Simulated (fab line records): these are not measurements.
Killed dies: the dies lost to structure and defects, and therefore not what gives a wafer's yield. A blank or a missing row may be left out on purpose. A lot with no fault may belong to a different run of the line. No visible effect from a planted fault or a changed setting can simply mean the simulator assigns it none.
Chamber matching	flow n5_finfet	ald_metal-01 running N5_BEOL_M6_ALD_77: 4 sister chambers
The step deposits TaN, target thk 2 nm, pulse time 2 s, purge time 3 s. 8 wafers are shown with their chamber, then 9 later ones without.

WAFERS, EACH WITH ITS CHAMBER
wafer	chamber	heater_power_w (W)	precursor_vessel_temp_c (C)
L079.2	1	382	74.87
L079.3	3	430	74.90
L085.1	2	475	75.05
L085.3	3	435	74.96
L085.6	2	465	74.91
L090.2	0	380	74.98
L090.4	1	387	75.16
L090.6	0	373	75.04

WAFERS WITH NO CHAMBER GIVEN
wafer	heater_power_w (W)	precursor_vessel_temp_c (C)
L088.1	471	75.17
L088.3	384	74.93
L088.6	383	74.96
L092.4	438	75.01
L092.5	372	74.99
L092.6	398	75.06
L091.1	478	74.96
L091.5	370	74.93
L091.6	441	74.94

EACH ONE'S CHAMBER
wafer	from the rows above	in truth
L088.1	2	2
L088.3	can't be placed: 1 or 0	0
L088.6	can't be placed: 1 or 0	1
L092.4	3	3
L092.5	can't be placed: 0 or 1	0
L092.6	can't be placed: 1 or 0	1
L091.1	2	2
L091.5	can't be placed: 0 or 1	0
L091.6	3	3
Correct placement for 4 of the 9. From these rows, 5 cannot be placed; in 5 the true chamber is one of the candidates. 0 placed wrongly.
How it was worked out, from the rows above alone: a wafer's distance from a chamber is the root of the sum, over the readings, of the square of ((its reading less the chamber's mean) divided by the reading's scatter). The wafer belongs to the nearest chamber; if the next one is less than 2 further off, it can't be placed. The mean given for a chamber averages the wafers shown for that chamber. The scatter is the square root of a quotient: the sum, over the shown wafers, of each reading's squared deviation from its chamber's mean, divided by wafers minus chambers.
